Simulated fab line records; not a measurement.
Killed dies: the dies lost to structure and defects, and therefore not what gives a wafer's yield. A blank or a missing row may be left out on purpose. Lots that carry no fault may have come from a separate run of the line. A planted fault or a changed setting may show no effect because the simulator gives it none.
8D (eight disciplines) problem report, filled in by code -- flow n5-finfet -- the parts of the form that need people (team, actions taken, sign-off) are left out
Where a reading is given only as a bound, like >300, the bound stands for it, and a mean or a difference that rests on one is marked > or <: the true number lies beyond.

== 1. WHAT IS WRONG ==
raw-defect-count at N5_BEOL_M0_CUTY_INSPECT_59 reads a mean of >300 on 6 wafers of 2 lots; wafers without a fault read 2.0 with a standard deviation of 1.6. That is +99 or more standard deviations from the usual mean.
The step: inspects for defects (macro).
The first sign was on wafer L708.1 at day 11 00:41, on defect-inspect-02. The record holds 24 wafers of 8 lots with a number at this step. By rule, "out" or "out of limits" means more than 4 standard deviations away from the usual mean. All remaining wafers that have a number are taken as sound.

== 2. WHAT IT IS, WHAT IT ISN'T ==
question,is,is not
which readings at this step,raw-defect-count,-
which lots,"L708, L710","L689, L691, L696, L699, L705, L709"
which wafers of those lots,all that have a number,-
read on which gauges,"defect-inspect-01, defect-inspect-02",-
when,from day 11 00:41,up to then (15 sound wafers); but 3 sound wafers of L709 came after

== 3. SUSPECTS, AND WHAT RULES EACH OUT ==
Counting: a tool at a process step up to the reading stays a suspect if it ran every lot that is out and no sound lot after the first of them.
- the gauge at N5_BEOL_M0_CUTY_INSPECT_59: ruled out. The wafers that are out were read on 2 gauges (defect-inspect-01, defect-inspect-02).
- rie-diel-06 at N5_BEOL_M0_SAQP_CUT_ETCH_46 (etches SOC in N2/H2, target depth 135 nm, overetch 27 nm, time 202.5 s): kept. It ran every lot that is out, first L708 (day 10 23:25), and no sound lot after that; its last sound lot up to then is L696 (day 7 22:04).
After counting, what remains is rie-diel-06 at N5_BEOL_M0_SAQP_CUT_ETCH_46.

== 4. THE CAUSE (what the simulator had put in) ==
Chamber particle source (rie-diel-06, N5_BEOL_M0_SAQP_CUT_ETCH_46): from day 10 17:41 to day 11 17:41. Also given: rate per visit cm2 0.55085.
This tool alone remained once counting was done.

== 5. THE CHAIN OF EFFECTS, in route order ==
Each row: a reading where the mean over the struck wafers with a number is more than 3 standard deviations away from the usual. Only readings whose record carries a usual standard deviation are examined. hours: median over the lots of the time between each lot's start at the first step of this table that gives one and its start at this step. sigmas: the change, counted in usual standard deviations.
hours,step,reading,usual,on struck wafers,change,sigmas
0,N5_BEOL_M0_CUTY_INSPECT_59,raw-defect-count,2.0,>300,>+298,+99 or more
158,N5_PASSIVATION_PROBE_49,defect-limited-yield,91.0 %,85.9,-5.1,-3.7
158,N5_PASSIVATION_PROBE_49,killed_at_M0_to_M3,36,112,+76,+6.9
158,N5_PASSIVATION_PROBE_49,killed-dies,106,167,+61,+3.6
158,N5_PASSIVATION_PROBE_49,sort_bin_5_function,5.2 %,9.1,+3.9,+3.9
158,N5_PASSIVATION_PROBE_49,sort-n-pass,1074,1013,-61,-3.4
158,N5_PASSIVATION_PROBE_49,sort-yield-pct,91.0 %,85.9,-5.1,-3.2
Its process steps:
- N5_PASSIVATION_PROBE_49
At these later measuring or inspecting steps, every struck wafer for which the step has a row has a number for every such reading, and none has moved that far: N5_BEOL_M4_RC_MEAS_101.

== 6. HOW IT WOULD HAVE BEEN CAUGHT EARLIER ==
The first out-of-limits reading at a measuring or inspecting step in this record came at day 11 00:41, 7 hours after the fault's start at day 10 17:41.
No tool reading at N5_BEOL_M0_SAQP_CUT_ETCH_46 that has a usual standard deviation in the record was out on any struck wafer, so an alarm limit of 4 standard deviations on those readings would not have fired.
Lots out: 2; of these, L710 started N5_BEOL_M0_SAQP_CUT_ETCH_46 on rie-diel-06 after day 11 00:41. Had the tool been put on hold then, it would have been spared.
